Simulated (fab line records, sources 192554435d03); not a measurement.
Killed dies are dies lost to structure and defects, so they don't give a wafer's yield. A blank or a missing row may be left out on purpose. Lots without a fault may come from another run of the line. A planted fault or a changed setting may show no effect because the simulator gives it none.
Which tool did it? | flow n5_finfet | 11 lots, 33 wafers sampled, at 3 steps of a route of 1938

WHAT THE GAUGES READ, wafer by wafer
N5_BEOL_M8_INSPECT_13: inspects for defects (brightfield).
lot  | measured     | on                | raw_defect_count
L911 | day 9 19:55  | defect_inspect-01 | 378 453 551
L912 | day 10 09:01 | defect_inspect-02 | 548 424 442
L913 | day 10 20:52 | defect_inspect-01 | 414 429 393
L914 | day 10 21:22 | defect_inspect-01 | 361 311 290
L917 | day 12 06:28 | defect_inspect-02 | 591 586 530
L922 | day 12 15:43 | defect_inspect-01 | 385 291 371
L923 | day 13 13:29 | defect_inspect-02 | 390 395 322
L925 | day 13 18:35 | defect_inspect-01 | 603 569 574
L928 | day 13 22:14 | defect_inspect-01 | 380 407 402
L931 | day 14 22:59 | defect_inspect-01 | 485 458 501
L932 | day 15 07:20 | defect_inspect-01 | 681 551 570

WHICH TOOL RAN EACH LOT (tool, then ch and the chambers of the sampled wafers, then the start)
lot  | N5_BEOL_M7_CMP_52             | N5_BEOL_M8_CURE_74
L911 | cmp-02 ch 0,3, day 9 17:50    | uv_cure-02 ch 1, day 9 18:25
L912 | cmp-01 ch 2,3, day 10 06:20   | uv_cure-03 ch 2, day 10 06:58
L913 | cmp-04 ch 1,2,3, day 10 19:02 | uv_cure-01 ch 0, day 10 19:41
L914 | cmp-04 ch 0,2,3, day 10 19:16 | uv_cure-02 ch 2, day 10 20:10
L917 | cmp-01 ch 2,3, day 12 03:35   | uv_cure-01 ch 0, day 12 04:14
L922 | cmp-04 ch 2,3, day 12 12:30   | uv_cure-03 ch 0, day 12 13:07
L923 | cmp-02 ch 0,1,3, day 13 11:34 | uv_cure-03 ch 1, day 13 12:07
L925 | cmp-01 ch 0,1,2, day 13 16:02 | uv_cure-02 ch 0, day 13 16:47
L928 | cmp-04 ch 1,3, day 13 17:54   | uv_cure-01 ch 1, day 13 18:35
L931 | cmp-04 ch 0,1,2, day 14 20:17 | uv_cure-02 ch 1, day 14 20:50
L932 | cmp-02 ch 1,2, day 15 05:25   | uv_cure-02 ch 1, day 15 06:02
- N5_BEOL_M7_CMP_52: polishes, stops on SiCOH lowk, t overpolish 6.9 s, target thk 80 nm.
- N5_BEOL_M8_CURE_74: cures SiCOH lowk, time 240 s.

WHAT THE TOOLS THEMSELVES READ (means of the sampled wafers that have a number; where no wafer has one, the mark that the record gives instead)
N5_BEOL_M7_CMP_52.
lot  | tool   | barrier_field_endpoint_s (s) | clearing_platen_down_force_psi (psi) | motor_current_A (A) | overpolish_run_s (s) | slurry_filter_dp_kPa (kPa) | time_to_endpoint_s (s)
L911 | cmp-02 | 29.3                         | 1.5014                               | 6.2                 | 6.901                | 13.39                      | 65.0
L912 | cmp-01 | 29.4                         | 1.5022                               | 6.6                 | 6.899                | 13.52                      | 59.1
L913 | cmp-04 | 30.0                         | 1.4974                               | 6.2                 | 6.902                | 13.52                      | 63.8
L914 | cmp-04 | 29.5                         | 1.5006                               | 6.1                 | 6.891                | 13.52                      | 63.9
L917 | cmp-01 | 28.6                         | 1.5016                               | 6.2                 | 6.900                | 13.46                      | 61.0
L922 | cmp-04 | 29.4                         | 1.4990                               | 6.2                 | 6.905                | 13.41                      | 66.3
L923 | cmp-02 | 29.6                         | 1.5005                               | 6.0                 | 6.893                | 13.46                      | 63.7
L925 | cmp-01 | 28.9                         | 1.5031                               | 5.7                 | 6.901                | 13.66                      | 60.4
L928 | cmp-04 | 30.9                         | 1.4974                               | 6.1                 | 6.892                | 13.61                      | 66.8
L931 | cmp-04 | 28.9                         | 1.5014                               | 5.8                 | 6.893                | 13.54                      | 62.8
L932 | cmp-02 | 28.7                         | 1.5019                               | 5.9                 | 6.896                | 13.37                      | 61.7

N5_BEOL_M8_CURE_74.
lot  | tool       | lamp_power_pct (%) | wafer_temp_C_max
L911 | uv_cure-02 | 52.36              | 387.2
L912 | uv_cure-03 | 52.31              | 386.1
L913 | uv_cure-01 | 52.28              | 386.0
L914 | uv_cure-02 | 52.30              | 386.7
L917 | uv_cure-01 | 52.34              | 386.2
L922 | uv_cure-03 | 52.30              | 386.9
L923 | uv_cure-03 | 52.29              | 387.5
L925 | uv_cure-02 | 52.29              | 386.4
L928 | uv_cure-01 | 52.26              | 386.9
L931 | uv_cure-02 | 52.36              | 387.6
L932 | uv_cure-02 | 52.30              | 387.5

THE ANSWER, worked out from the rows above alone
Rule: what is usual is taken from the lots themselves. Put in order of their means at a reading, lots are off if they are a third of the lots or fewer, leave a main group of 4 or more, and stand apart from it by a gap of 3 or more times the standard deviation of the main group's means; of several such gaps the widest counts. A main group whose means are all the same, to the digits that the tables above print for the reading, isn't used. A lot without any number at a reading at which 4 lots or more have one is off too. The other lots that the step has rows for count as sound. The gauges are gone through in route order, then the tools' own readings, and for those a lot's mean is taken as printed above. The first step at which some lot is off is used, and at that step the reading that is off furthest; a lot without a number counts as furthest.
No lot is off at any reading shown: from this, nothing can be told.

WHAT THE SIMULATOR HAD PUT IN
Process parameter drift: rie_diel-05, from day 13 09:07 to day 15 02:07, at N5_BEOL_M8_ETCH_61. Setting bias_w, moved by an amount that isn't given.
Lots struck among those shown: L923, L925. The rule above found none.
